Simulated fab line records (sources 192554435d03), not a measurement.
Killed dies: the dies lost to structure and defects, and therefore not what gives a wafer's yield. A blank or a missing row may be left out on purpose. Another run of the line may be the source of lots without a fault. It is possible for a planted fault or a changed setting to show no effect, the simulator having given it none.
fab line records | flow n5-finfet
record: lots: 6 wafers: 18 last-day: 17
route steps=1938 shown MOL_CONTACT_COAG@526 BEOL_M4@1111 PASSIVATION@1936
lots that met no fault: from a run of the same line without faults
start-h: start of the lot's first displayed wafer, in hours after the record's first day | wait-h: how many hours have passed since the lot's step before this one | " as in the row above | L1.1+2: a row that stands for several wafers | - value missing, or start not given | * or withheld: withheld | < > ~ a bound
route shown NAME@n: NAME is a module with steps in the file, n the number in the route of the first one | usual: mean/standard deviation of fault-free wafers | same: alike in all rows | chamber/n: place in a boat | sites: the reading at each site | _std_site: the values' standard deviation | _edge_site: the outer-site mean with the inner-site mean subtracted | radius-mm: how far each site lies from the wafer's centre | mask NAME#n: copy n | behind: the last tool/chamber to shape the wafer | hold: what put the lot on hold/how long, in hours/how the hold closed | device: whichever transistor did not switch (one of n, p or np) | end of line: the tests these same wafers got at the end of their route | step lacking rows: just its recipe | killed: count of dies lost to structure and defects at first sort (not the wafer's yield) | map: a wafer's dies, marking killed ones x, the rest . and places with no die _
set.NAME: the setting the step ran with; set.NAME@STEP: the setting that earlier step ran with | model.NAME: the simulator's own value behind a step, which no gauge read
lots at selected steps of the route; one table per step, one row per wafer
services: the hour from which a tool's chamber was out of use, counted from the record's first day as start-h (under 0 if before that day), plus the number of hours and why
== steps ==
step: N5_MOL_CONTACT_COAG_CD_MEAS_08
recipe: target-cd-nm: 28 landing-energy-ev: 500 detector: se-inlens polarity: opening
usual: cd-nm: 28.00/0.25
columns lot.wafer tool chamber start-h wait-h cd-nm
L967.3 cd-sem-02 0 105.07 - 27.99
L967.5 " 0 " " 28.19
L967.6 " 0 " " 28.42
L969.1 cd-sem-01 0 118.92 - 28.45
L969.2 " 0 " " 27.80
L969.5 " 0 " " 28.32
L970.3 cd-sem-01 0 126.45 - 27.91
L970.4 " 0 " " 27.97
L970.5 " 0 " " 27.30
L971.1 cd-sem-03 0 131.47 - 28.34
L971.3 " 0 " " 28.15
L971.6 " 0 " " 28.41
L983.2 cd-sem-02 0 204.64 - 27.96
L983.5 " 0 " " 27.88
L983.6 " 0 " " 27.93
L986.2 cd-sem-03 0 224.20 - 28.04
L986.3 " 0 " " 27.93
L986.5 " 0 " " 27.79
step: N5_MOL_CONTACT_COAG_OVL_MEAS_09
recipe: points-per-wafer: 522
usual: CA_OVL: 0.1/0.58
columns lot.wafer tool chamber start-h wait-h CA_OVL[nm]
L967.3 overlay-01 0 105.11 0.0 -0.1
L967.5 " 0 " " -0.1
L967.6 " 0 " " -0.3
L969.1 overlay-01 0 118.95 0.0 -0.1
L969.2 " 0 " " 0.3
L969.5 " 0 " " -0.6
L970.3 overlay-02 0 126.49 0.0 0.7
L970.4 " 0 " " 0.7
L970.5 " 0 " " -0.3
L971.1 overlay-02 0 131.50 0.0 0.7
L971.3 " 0 " " 0.6
L971.6 " 0 " " 2.8
L983.2 overlay-02 0 204.68 0.0 -0.2
L983.5 " 0 " " -0.1
L983.6 " 0 " " 0.3
L986.2 overlay-02 0 224.24 0.0 0.0
L986.3 " 0 " " -0.4
L986.5 " 0 " " 0.5
step: N5_MOL_CONTACT_COAG_INSPECT_10
recipe: mode: adi inspect-instrument: brightfield
usual: raw-defect-count: 71/21
columns lot.wafer tool chamber start-h wait-h raw-defect-count
L967.3 defect-inspect-01 - 105.16 0.0 69
L967.5 " - " " 72
L967.6 " - " " 66
L969.1 defect-inspect-02 - 119.01 0.1 77
L969.2 " - " " 69
L969.5 " - " " 116
L970.3 defect-inspect-01 - 126.54 0.0 96
L970.4 " - " " 93
L970.5 " - " " 86
L971.1 defect-inspect-01 - 131.56 0.1 73
L971.3 " - " " 79
L971.6 " - " " 64
L983.2 defect-inspect-02 - 204.73 0.0 58
L983.5 " - " " 77
L983.6 " - " " 94
L986.2 defect-inspect-02 - 224.29 0.0 83
L986.3 " - " " 93
L986.5 " - " " 101
step: N5_MOL_CONTACT_COAG_DESCUM_13
recipe: chemistry: O2 time-s: 7 source-power-w: 50 bias-power-w: 20 pressure-mtorr: 20 rf-frequency-hz: 2.712e+07 temp-c: 40 resist: CAR-EUV o2-flow-sccm: 225
step: N5_MOL_CONTACT_COAG_ETCH_59
recipe: chemistry: N2/H2 target: underlayer target-depth-a: 130 mask-material: CAR-EUV time-s: 10.4 ion-energy-ev: 200 pressure-mtorr: 30 source-w: 840 bias-w: 150 n2-flow-sccm: 200 h2-flow-sccm: 200 ends: cleared
usual: bias-w: 150.0/0.46 chamber-pressure-mTorr: 29.999/0.028 drypump-motor-current-A: 5.8/0.39 etch-rf-on-time-s: 10.33/0.3 oes-product-au: 0.69/0.07 rf-vpp-V: 524.0/2.7 showerhead-plenum-p-Torr: 2.55/0.096 throttle-valve-pct: 17.85/0.23
columns lot.wafer tool chamber start-h wait-h bias-w chamber-pressure-mTorr drypump-motor-current-A etch-rf-on-time-s oes-product-au rf-hours-counter-h rf-vpp-V showerhead-plenum-p-Torr throttle-valve-pct
L967.3 rie-diel-04 1 105.46 0.0 149.4 29.983 5.6 10.85 0.61 202 525.3 2.64 18.15
L967.5 " 0 " " 150.3 30.070 5.8 10.19 0.67 - 521.8 2.46 17.62
L967.6 " 3 " " 149.7 29.959 6.1 9.84 0.67 - 520.4 2.43 17.60
L969.1 rie-diel-04 1 119.08 0.0 150.1 29.995 5.5 10.80 0.61 206 527.0 2.64 18.17
L969.2 " 0 " " 149.7 30.010 5.9 10.26 0.67 118 519.0 2.46 17.62
L969.5 " 1 " " 150.4 30.044 5.5 10.76 0.61 - 525.3 2.63 18.17
L970.3 rie-diel-06 3 126.61 0.0 150.2 29.970 6.0 10.01 0.69 93 522.1 2.56 17.62
L970.4 " 2 " " 149.5 29.988 5.3 10.22 0.79 24 525.0 2.60 17.57
L970.5 " 0 " " 150.7 29.966 6.0 10.09 0.65 - 522.9 2.42 18.11
L971.1 rie-diel-01 3 131.91 0.0 150.4 29.977 5.4 9.99 0.74 62 523.2 2.57 17.86
L971.3 " 1 " " 150.0 29.992 5.4 10.82 0.63 180 524.0 2.53 18.11
L971.6 " 3 " " 149.2 29.962 5.4 10.01 0.73 - 525.4 2.57 17.84
L983.2 rie-diel-06 0 204.80 0.0 150.0 30.028 6.0 10.17 0.63 197 520.5 2.41 18.13
L983.5 " 2 " " 149.2 30.034 5.3 10.30 0.74 - 525.3 2.58 17.62
L983.6 " 0 " " 149.5 30.010 6.0 10.20 0.63 - 521.1 2.41 18.16
L986.2 rie-diel-01 0 224.36 0.0 149.7 29.942 6.5 10.36 0.74 48 529.4 2.71 17.65
L986.3 " 2 " " 150.1 30.052 5.3 10.61 0.74 27 526.6 2.59 17.86
L986.5 " 0 " " 149.6 29.954 6.5 10.42 0.74 - 528.1 2.71 17.64
step: N5_MOL_CONTACT_COAG_ETCH_105
recipe: chemistry: CF4 target: SiARC target-depth-a: 156 mask-material: CAR-EUV time-s: 26 ion-energy-ev: 80 pressure-mtorr: 40 source-w: 545 bias-w: 36 Ar_flow_sccm: 100 cf4-flow-sccm: 100 ends: cleared
usual: bias-w: 36.00/0.099 cf4-flow-sccm: 100.1/0.32 chamber-pressure-mTorr: 40.00/0.034 drypump-motor-current-A: 5.8/0.4 etch-rf-on-time-s: 25.8/0.73 oes-product-au: 0.69/0.071 rf-vpp-V: 184.2/1.2 showerhead-plenum-p-Torr: 2.15/0.07 throttle-valve-pct: 15.62/0.28
columns lot.wafer tool chamber start-h wait-h bias-w cf4-flow-sccm chamber-pressure-mTorr drypump-motor-current-A etch-rf-on-time-s oes-product-au rf-hours-counter-h rf-vpp-V showerhead-plenum-p-Torr throttle-valve-pct
L967.3 rie-diel-04 1 105.48 0.0 35.84 99.6 40.01 5.5 26.9 0.61 202 185.5 2.20 15.94
L967.5 " 0 " " 36.04 99.7 40.00 5.9 25.9 0.66 - 182.8 2.07 15.34
L967.6 " 3 " " 36.00 100.3 40.03 6.1 25.0 0.68 - 182.5 2.07 15.36
L969.1 rie-diel-04 1 119.10 0.0 35.84 100.3 39.95 5.5 27.1 0.61 206 185.4 2.20 15.94
L969.2 " 0 " " 35.74 99.9 39.96 5.9 25.5 0.66 118 183.3 2.07 15.35
L969.5 " 1 " " 36.19 99.9 40.02 5.5 27.3 0.60 - 185.1 2.20 15.94
L970.3 rie-diel-06 3 126.63 0.0 36.04 100.2 39.97 6.0 25.2 0.68 93 184.9 2.14 15.40
L970.4 " 2 " " 35.89 100.1 39.99 5.3 25.6 0.80 24 184.4 2.19 15.35
L970.5 " 0 " " 36.19 100.0 39.98 6.1 25.3 0.65 - 182.8 2.06 16.01
L971.1 rie-diel-01 3 131.93 0.0 36.14 100.5 40.07 5.4 24.9 0.74 62 184.8 2.18 15.70
L971.3 " 1 " " 36.09 100.2 39.97 5.4 26.7 0.63 180 184.1 2.15 15.91
L971.6 " 3 " " 36.08 100.6 40.01 5.4 24.8 0.74 - 184.6 2.18 15.70
L983.2 rie-diel-06 0 204.82 0.0 35.83 99.9 39.96 6.1 25.7 0.63 197 182.6 2.05 16.08
L983.5 " 2 " " 35.91 99.8 39.98 5.3 26.0 0.74 - 185.4 2.18 15.41
L983.6 " 0 " " 36.01 99.5 40.00 6.1 25.6 0.63 - 182.9 2.05 16.06
L986.2 rie-diel-01 0 224.38 0.0 35.91 100.2 40.03 6.5 25.8 0.74 48 186.2 2.26 15.24
L986.3 " 2 " " 35.95 99.6 40.04 5.3 26.4 0.75 27 184.9 2.19 15.58
L986.5 " 0 " " 35.79 99.8 39.97 6.5 25.8 0.75 - 185.7 2.26 15.27
step: N5_MOL_CONTACT_COAG_ETCH_106
recipe: chemistry: N2/H2 target: SOC target-depth-a: 800 overetch-a: 160 mask-material: SiARC temp-c: 40 time-s: 120 ion-energy-ev: 200 pressure-mtorr: 30 source-w: 840 bias-w: 150 n2-flow-sccm: 200 h2-flow-sccm: 200
step: N5_MOL_CONTACT_COAG_STRIP_107
recipe: chemistry: N2/H2 temp-c: 40 n2-flow-sccm: 200 h2-flow-sccm: 200 rf-frequency-hz: 6e+07
step: N5_MOL_CONTACT_COAG_STRIP_108
recipe: chemistry: N2/H2 temp-c: 40 n2-flow-sccm: 200 h2-flow-sccm: 200 rf-frequency-hz: 6e+07
step: N5_MOL_CONTACT_COAG_CONTACT_ETCH_14
recipe: chemistry: C4F6/O2 target: SiO2 target-depth-a: 275 overetch-a: 85 mask-material: SOC pressure-mtorr: 30 source-w: 370 bias-w: 185 Ar_flow_sccm: 300 C4F6_flow_sccm: 16 O2_flow_sccm: 10 time-s: 20 ion-energy-ev: 259.6
usual: C4F6_flow_sccm: 16.01/0.05 O2_flow_sccm: 10.00/0.031 bias-w: 185.1/0.58 chamber-pressure-mTorr: 30.000/0.024 drypump-motor-current-A: 5.8/0.39 oes-product-au: 0.68/0.067 rf-vpp-V: 693/3.4 showerhead-plenum-p-Torr: 2.89/0.098 throttle-valve-pct: 21.28/0.26
columns lot.wafer tool chamber start-h wait-h C4F6_flow_sccm O2_flow_sccm bias-w chamber-pressure-mTorr drypump-motor-current-A oes-product-au rf-hours-counter-h rf-vpp-V showerhead-plenum-p-Torr throttle-valve-pct
L967.3 rie-diel-04 1 105.61 0.0 16.00 10.03 184.4 29.959 5.5 0.62 202 696 2.95 21.47
L967.5 " 0 " " 15.95 10.02 184.8 30.012 5.9 0.65 - 689 2.79 20.97
L967.6 " 3 " " 16.04 9.96 185.5 30.005 6.1 0.65 - 689 2.76 20.93
L969.1 rie-diel-04 1 119.23 0.0 15.99 10.07 185.8 30.029 5.6 0.61 206 695 2.95 21.51
L969.2 " 0 " " 16.08 9.95 185.4 30.006 5.9 0.66 118 689 2.79 21.00
L969.5 " 1 " " 15.96 9.98 184.9 30.006 5.5 0.62 - 696 2.95 21.50
L970.3 rie-diel-06 3 126.76 0.0 15.90 10.04 185.0 29.954 6.0 0.68 94 692 2.89 21.06
L970.4 " 2 " " 16.07 10.01 184.6 29.980 5.3 0.78 24 694 2.97 21.22
L970.5 " 0 " " 15.98 10.07 184.7 29.986 6.0 0.64 - 689 2.76 21.57
L971.1 rie-diel-01 3 132.06 0.0 16.05 9.97 185.5 29.978 5.4 0.71 62 693 2.91 21.31
L971.3 " 1 " " 16.00 10.03 185.1 29.967 5.4 0.64 180 692 2.90 21.64
L971.6 " 3 " " 16.07 9.93 185.1 29.989 5.4 0.72 - 694 2.91 21.31
L983.2 rie-diel-06 0 204.95 0.0 15.87 9.99 185.6 29.956 6.0 0.61 197 689 2.74 21.61
L983.5 " 2 " " 15.97 10.01 184.7 29.993 5.3 0.74 - 693 2.95 21.25
L983.6 " 0 " " 15.96 10.07 185.6 29.971 6.0 0.61 - 688 2.74 21.63
L986.2 rie-diel-01 0 224.50 0.0 15.96 10.04 185.0 29.998 6.5 0.74 48 699 3.03 20.94
L986.3 " 2 " " 16.09 10.04 185.1 29.962 5.3 0.75 27 694 2.95 21.37
L986.5 " 0 " " 16.04 9.97 184.6 30.013 6.5 0.73 - 698 3.03 20.94
step: N5_MOL_CONTACT_COAG_STRIP_109
recipe: chemistry: C4F6/O2 resist: SiARC rf-frequency-hz: 6e+07
step: N5_MOL_CONTACT_COAG_ETCH_15
recipe: chemistry: CH3F/O2 target: SiNx target-depth-a: 70 mask-material: SOC stop-on: Si:P over-etch-frac: 0.75 ion-energy-ev: 120 pressure-mtorr: 30 source-w: 395 bias-w: 73 Ar_flow_sccm: 150 CH3F_flow_sccm: 30 O2_flow_sccm: 20
usual: CH3F_flow_sccm: 29.99/0.083 O2_flow_sccm: 20.00/0.059 bias-w: 73.00/0.23 chamber-pressure-mTorr: 30.002/0.028 drypump-motor-current-A: 5.8/0.39 oes-product-au: 0.59/0.058 rf-vpp-V: 297/4.8 showerhead-plenum-p-Torr: 2.01/0.071 throttle-valve-pct: 16.34/0.27
columns lot.wafer tool chamber start-h wait-h CH3F_flow_sccm O2_flow_sccm bias-w chamber-pressure-mTorr drypump-motor-current-A oes-product-au rf-hours-counter-h rf-vpp-V showerhead-plenum-p-Torr throttle-valve-pct
L967.3 rie-diel-04 1 105.64 0.0 29.99 19.86 73.17 30.033 5.5 0.53 202 298 2.06 16.65
L967.5 " 0 " " 30.05 19.98 73.22 30.027 5.8 0.57 - 299 1.93 16.07
L967.6 " 3 " " 30.14 19.99 72.88 30.019 6.1 0.56 - 300 1.92 16.03
L969.1 rie-diel-04 1 119.27 0.0 30.03 20.02 73.09 30.046 5.5 0.52 206 298 2.06 16.65
L969.2 " 0 " " 30.01 19.97 73.15 30.033 5.9 0.57 118 298 1.93 16.08
L969.5 " 1 " " 30.01 20.10 73.06 30.001 5.5 0.53 - 299 2.05 16.66
L970.3 rie-diel-06 3 126.79 0.0 30.02 19.97 73.11 30.085 6.0 0.57 94 301 2.01 16.17
L970.4 " 2 " " 29.85 20.00 72.97 29.956 5.3 0.67 24 298 2.06 16.15
L970.5 " 0 " " 29.99 20.00 72.83 29.954 6.1 0.55 - 292 1.91 16.67
L971.1 rie-diel-01 3 132.09 0.0 30.02 19.93 73.30 30.012 5.4 0.61 62 291 2.03 16.37
L971.3 " 1 " " 29.95 20.14 73.03 30.027 5.4 0.55 180 301 2.01 16.64
L971.6 " 3 " " 29.95 20.01 73.34 30.041 5.4 0.62 - 290 2.03 16.37
L983.2 rie-diel-06 0 204.98 0.0 29.93 19.93 73.28 30.033 6.0 0.53 197 290 1.90 16.74
L983.5 " 2 " " 30.11 19.98 72.56 30.043 5.3 0.63 - 298 2.05 16.23
L983.6 " 0 " " 30.00 20.07 73.24 30.013 6.0 0.53 - 291 1.91 16.74
L986.2 rie-diel-01 0 224.54 0.0 29.96 19.95 73.16 30.003 6.5 0.63 48 302 2.11 16.01
L986.3 " 2 " " 29.89 19.85 73.09 30.046 5.3 0.66 27 299 2.05 16.31
L986.5 " 0 " " 29.98 19.90 73.04 29.989 6.5 0.64 - 303 2.11 16.01
step: N5_MOL_CONTACT_COAG_ETCH_110
recipe: chemistry: CF4/O2 target: Si target-depth-a: 25 time-s: 8 pressure-mtorr: 100 source-w: 200 bias-w: 12 ion-energy-ev: 60 Ar_flow_sccm: 100 cf4-flow-sccm: 100 O2_flow_sccm: 10
usual: O2_flow_sccm: 10.002/0.028 bias-w: 12.00/0.039 chamber-pressure-mTorr: 100.00/0.09 drypump-motor-current-A: 5.8/0.4 oes-product-au: 0.81/0.084 rf-vpp-V: 127.4/2.5 showerhead-plenum-p-Torr: 2.23/0.072 throttle-valve-pct: 10.7/0.31
columns lot.wafer tool chamber start-h wait-h O2_flow_sccm bias-w chamber-pressure-mTorr drypump-motor-current-A oes-product-au rf-hours-counter-h rf-vpp-V showerhead-plenum-p-Torr throttle-valve-pct model.SiGe-B_of_SD_EPI_P_EPI_21.thk-nm model.SOC_of_MOL_CONTACT_COAG_COAT_103.thk-nm
L967.3 rie-diel-04 1 105.70 0.0 9.952 11.99 100.01 5.5 0.71 202 128.3 2.28 11.1 58.6 74.2
L967.5 " 0 " " 9.984 12.01 100.09 5.9 0.79 - 129.8 2.15 10.5 58.2 74
L967.6 " 3 " " 10.056 11.99 99.88 6.1 0.79 - 127.7 2.15 10.6 58 74
L969.1 rie-diel-04 1 119.33 0.0 - - - - - - - - - 59.8 75.4
L969.2 " 0 " " - - - - - - - - - 59 75
L969.5 " 1 " " - - - - - - - - - 59.2 75.4
L970.3 rie-diel-06 3 126.85 0.0 - - - - - - - - - 59.6 75.6
L970.4 " 2 " " - - - - - - - - - 61.4 75.6
L970.5 " 0 " " - - - - - - - - - 59.8 75.4
L971.1 rie-diel-01 3 132.15 0.0 10.010 11.96 100.10 5.4 0.87 62 124.9 2.26 10.7 58.8 73.2
L971.3 " 1 " " 10.059 12.00 99.90 5.4 0.74 180 130.9 2.23 11.0 58.6 73.8
L971.6 " 3 " " 9.981 11.95 99.97 5.4 0.87 - 124.7 2.26 10.7 58 73.2
L983.2 rie-diel-06 0 205.04 0.0 10.028 12.03 100.07 6.0 0.74 197 125.5 2.13 11.2 58.2 73.8
L983.5 " 2 " " 9.976 11.92 99.97 5.3 0.88 - 127.9 2.26 10.5 58.2 73.8
L983.6 " 0 " " 10.016 12.01 99.84 6.0 0.74 - 124.3 2.13 11.2 57.2 74
L986.2 rie-diel-01 0 224.60 0.0 9.982 12.01 100.25 6.5 0.88 48 129.7 2.34 10.4 58.6 73.6
L986.3 " 2 " " 10.023 11.99 100.06 5.3 0.89 27 130.7 2.28 10.6 59.6 74
L986.5 " 0 " " 9.996 12.03 100.01 6.5 0.88 - 129.6 2.34 10.4 58.8 73.8
step: N5_MOL_CONTACT_COAG_STRIP_98
recipe: chemistry: N2/H2 power-w: 500 temp-c: 40 pressure-mtorr: 50 rf-frequency-hz: 6e+07 overash-fraction: 0.3 bias-power-w: 8 h2-frac: 0.5 n2-flow-sccm: 300 h2-flow-sccm: 300
usual: chamber-pressure-mTorr: 49.99/0.084 drypump-motor-current-A: 5.8/0.4 oes-product-au: 0.80/0.086 rf-vpp-V: 54.0/1.5 showerhead-plenum-p-Torr: 3.37/0.12 throttle-valve-pct: 18.87/0.21
columns lot.wafer tool chamber start-h wait-h chamber-pressure-mTorr drypump-motor-current-A oes-product-au rf-hours-counter-h rf-vpp-V showerhead-plenum-p-Torr throttle-valve-pct
L967.3 rie-diel-04 1 105.75 0.0 49.99 5.6 0.74 202 53.9 3.48 19.01
L967.5 " 0 " " 49.89 5.9 0.77 - 53.5 3.25 18.79
L967.6 " 3 " " 50.09 6.1 0.77 - 53.0 3.22 18.89
L969.1 rie-diel-04 1 119.38 0.0 49.99 5.6 0.72 206 53.7 3.48 19.00
L969.2 " 0 " " 50.04 5.9 0.77 118 52.4 3.25 18.78
L969.5 " 1 " " 49.97 5.6 0.73 - 52.9 3.48 19.01
L970.3 rie-diel-06 3 126.90 0.0 50.18 6.0 0.79 94 52.5 3.38 18.63
L970.4 " 2 " " 50.02 5.3 0.93 24 53.3 3.42 18.56
L970.5 " 0 " " 49.95 6.1 0.74 - 53.5 3.21 19.06
L971.1 rie-diel-01 3 132.20 0.0 49.95 5.4 0.86 62 55.1 3.39 18.83
L971.3 " 1 " " 50.08 5.4 0.73 180 54.1 3.35 19.16
L971.6 " 3 " " 49.93 5.4 0.87 - 56.2 3.39 18.82
L983.2 rie-diel-06 0 205.09 0.0 49.90 6.1 0.72 197 52.1 3.19 19.10
L983.5 " 2 " " 50.15 5.3 0.88 - 53.6 3.41 18.59
L983.6 " 0 " " 49.90 6.0 0.72 - 53.2 3.19 19.12
L986.2 rie-diel-01 0 224.65 0.0 49.84 6.5 0.89 48 51.6 3.57 18.66
L986.3 " 2 " " 50.00 5.3 0.89 27 54.3 3.42 18.87
L986.5 " 0 " " 50.02 6.5 0.87 - 55.0 3.57 18.71
step: N5_BEOL_M4_RC_MEAS_101
usual: DIBL_N: 36.6/1.8 DIBL_P: 37.1/2.1 IOFF_N: 0.17/0.033 IOFF_P: 0.23/0.039 ION_N: 681/13 ION_P: 467/8.7 SS_N: 71.6/0.59 SS_P: 73.4/0.63 VT_N: 249/3.4 VT_P: -249/3.7
columns lot.wafer tool chamber start-h wait-h DIBL_N[mV/V] DIBL_P[mV/V] IOFF_N[nA/um] IOFF_P[nA/um] ION_N[uA/um] ION_P[uA/um] SS_N[mV/dec] SS_P[mV/dec] VT_N[mV] VT_P[mV]
L967.3 prober-01 0 187.44 0.3 34.8 35.7 0.14 0.20 657 456 71.2 73.2 253 -248
L967.5 " 0 " " 35.3 35.8 0.15 0.20 657 454 71.5 73.0 250 -250
L967.6 " 0 " " 35.1 36.0 0.14 0.20 657 451 71.1 72.5 253 -249
L969.1 prober-01 0 202.83 0.0 36.9 37.6 0.18 0.21 688 461 71.5 73.7 248 -250
L969.2 " 0 " " 37.1 38.1 0.19 0.22 694 468 72.3 73.5 243 -252
L969.5 " 0 " " 35.5 35.5 0.16 0.18 684 461 71.6 73.1 247 -253
L971.1 prober-01 0 213.42 0.0 34.3 36.9 0.16 0.23 684 471 71.3 73.7 249 -247
L971.3 " 0 " " 35.2 36.7 0.16 0.21 667 459 72.0 72.7 251 -250
L971.6 " 0 " " 36.4 39.3 0.20 0.27 699 478 71.8 73.5 244 -245
L970.3 prober-02 0 216.18 0.3 38.0 38.4 0.19 0.22 675 461 71.3 73.7 248 -248
L970.4 " 0 " " 34.2 35.2 0.13 0.18 673 467 70.1 72.6 253 -253
L970.5 " 0 " " 37.5 38.5 0.18 0.22 688 470 70.8 73.4 247 -249
L983.2 prober-02 0 287.52 0.2 36.6 38.3 0.17 0.26 685 473 72.0 73.8 245 -247
L983.5 " 0 " " 39.2 41.8 0.25 0.34 701 482 72.3 74.6 244 -244
L983.6 " 0 " " 36.5 37.5 0.17 0.24 691 474 71.5 73.7 246 -246
L986.2 prober-02 0 294.39 0.2 34.4 36.0 0.16 0.26 693 482 70.8 73.6 247 -243
L986.3 " 0 " " 34.7 35.6 0.16 0.24 677 473 70.9 72.2 248 -245
L986.5 " 0 " " 33.3 34.8 0.14 0.23 684 478 71.4 72.4 249 -243
step: N5_PASSIVATION_PROBE_49
usual: defect-limited-yield: 91.1/1.4 killed_at_M0_to_M3: 32/9.4 killed_at_M4_up: 14/5.1 killed-at-contacts: 11/5.5 killed-at-front-end: 44/13 killed-at-other: 4/3.2 killed-dies: 104/16 killed-open: 70/12 killed-short: 33/7.8 sort_bin_5_function: 5.1/0.91 sort_bin_6_memory: 3.4/0.63 sort_bin_8_speed: 0.00/0.014 sort-n-pass: 1075/16
same: gross-dies: 1180 killed-at-back-side: 0 sort_bin_4_leakage[%]: 0
columns lot.wafer tool chamber start-h wait-h defect-limited-yield[%] killed_at_M0_to_M3 killed_at_M4_up killed-at-contacts killed-at-front-end killed-at-other killed-dies killed-open killed-short sort_bin_5_function[%] sort_bin_6_memory[%] sort_bin_8_speed[%] sort-n-pass
L967.3 prober-02 - 293.28 0.1 91.1 41 13 12 35 4 105 70 33 5.1 3.4 0 1075
L967.5 prober-02 - 293.38 0.2 90.0 45 17 7 46 3 118 65 52 5.8 4.0 0 1062
L967.6 prober-02 - 293.43 0.3 89.9 26 22 8 53 10 119 67 50 6.0 3.8 0 1061
L970.3 prober-02 - 315.18 0.1 91.3 29 20 14 36 4 103 72 31 4.4 3.9 0 1077
L970.4 prober-02 - 315.23 0.2 90.7 31 32 10 34 3 110 72 36 5.3 3.6 0 1070
L970.5 prober-02 - 315.28 0.2 92.9 23 13 17 27 4 84 62 22 4.1 2.9 0 1096
L983.2 prober-01 - 396.35 0.1 90.3 37 16 9 43 9 114 82 31 5.9 3.3 0 1066
L983.5 prober-01 - 396.50 0.2 88.0 24 22 23 65 8 142 99 40 6.5 5.1 0 1038
L983.6 prober-01 - 396.55 0.3 88.5 43 6 17 60 10 136 81 48 6.1 4.2 0 1044
killed by level:class
L967.3 MOL_CONTACT_COAG:geometric-particle:open=11 FIN_SAQP:geometric-particle:open=10 BEOL_M0_SAQP:geometric-particle:open=10 FIN_SAQP:geometric-particle:short=8 BEOL_M3:geometric-particle:open=8 BEOL_M0_SAQP:geometric-particle:short=6 GATE_CUT:geometric-particle:open=5 BEOL_M1:geometric-particle:open=5
L967.5 FIN_SAQP:geometric-particle:short=19 FIN_SAQP:geometric-particle:open=10 BEOL_M2:geometric-particle:open=10 BEOL_M3:geometric-particle:open=10 GATE_CUT:geometric-particle:short=5 BEOL_M0_SAQP:geometric-particle:open=5 BEOL_M0_SAQP:geometric-particle:short=5 BEOL_M5:geometric-particle:open=5
L967.6 FIN_SAQP:geometric-particle:short=15 FIN_SAQP:geometric-particle:open=11 STI_FIN_REVEAL:geometric-particle:open=11 MOL_CONTACT_COAG:geometric-particle:open=8 BEOL_M1:geometric-particle:open=8 BEOL_M4:geometric-particle:open=7 BEOL_M1:geometric-particle:short=5 ILD0:geometric-particle:short=4
L970.3 STI_FIN_REVEAL:geometric-particle:open=14 MOL_CONTACT_COAG:geometric-particle:open=9 BEOL_M4:geometric-particle:open=9 BEOL_M2:geometric-particle:open=8 DUMMY_GATE:geometric-particle:open=6 BEOL_M1:geometric-particle:open=6 MOL_CONTACT_COAG:geometric-particle:short=5 BEOL_M0_SAQP:geometric-particle:short=4
L970.4 BEOL_M4:geometric-particle:open=22 FIN_SAQP:geometric-particle:open=12 STI_FIN_REVEAL:geometric-particle:open=7 BEOL_M0_SAQP:geometric-particle:short=7 MOL_CONTACT_COAG:geometric-particle:open=6 BEOL_M0_SAQP:geometric-particle:open=6 BEOL_M1:geometric-particle:open=6 BEOL_M1:geometric-particle:short=5
L970.5 MOL_CONTACT_COAG:geometric-particle:open=12 STI_FIN_REVEAL:geometric-particle:open=9 FIN_SAQP:geometric-particle:open=7 BEOL_M4:geometric-particle:open=7 BEOL_M3:geometric-particle:open=6 DUMMY_GATE:geometric-particle:open=5 MOL_CONTACT_COAG:geometric-particle:short=5 BEOL_M0_SAQP:geometric-particle:short=5
L983.2 FIN_SAQP:geometric-particle:open=18 FIN_SAQP:geometric-particle:short=9 BEOL_M0_SAQP:geometric-particle:open=8 BEOL_M1:geometric-particle:open=8 BEOL_M4:geometric-particle:open=7 MOL_CONTACT_COAG:geometric-particle:open=7 STI_FIN_REVEAL:geometric-particle:open=6 BEOL_M2:geometric-particle:open=6
L983.5 MOL_CONTACT_COAG:geometric-particle:open=22 STI_FIN_REVEAL:geometric-particle:open=16 FIN_SAQP:geometric-particle:open=15 FIN_SAQP:geometric-particle:short=10 BEOL_M4:geometric-particle:open=9 BEOL_M2:geometric-particle:open=8 GATE_CUT:geometric-particle:short=7 BEOL_M0_SAQP:geometric-particle:short=5
L983.6 FIN_SAQP:geometric-particle:open=14 FIN_SAQP:geometric-particle:short=13 MOL_CONTACT_COAG:geometric-particle:open=11 STI_FIN_REVEAL:geometric-particle:open=9 BEOL_M2:geometric-particle:open=9 BEOL_M1:geometric-particle:open=8 BEOL_M0_SAQP:geometric-particle:open=7 HKMG_FIN:area-etch=7
== services ==
columns tool chamber start-h hours kind
rie-diel-01 2 127.75 5.9 repair
rie-diel-06 3 132.13 5.1 repair
rie-diel-06 1 185.36 - clean
rie-diel-06 1 185.36 - consumable-replace:focus-ring
rie-diel-06 1 185.36 - consumable-replace:showerhead
rie-diel-06 1 185.36 11.7 scheduled-down
rie-diel-06 1 185.36 11.7 vent-cycle
rie-diel-06 3 201.78 4.3 repair
== key ==
first-sign: step: N5_MOL_CONTACT_COAG_ETCH_110 reading: tool-record direction: missing
effect none on later readings
model-effect: step: N5_MOL_CONTACT_COAG_ETCH_110 value: SiGe-B_of_SD_EPI_P_EPI_21.thk-nm without: 57.33 struck: 59.8
met-at N5_MOL_CONTACT_COAG_ETCH_110
struck-wafers L969.1,L969.2,L969.5,L970.3,L970.4,L970.5
onset-between 105.70 119.33
fault: kind: skipped-step-whole tool: rie-diel-04,rie-diel-06 chamber: - onset-h: 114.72 steps: N5_MOL_CONTACT_COAG_ETCH_110 scope: struck-lots-only
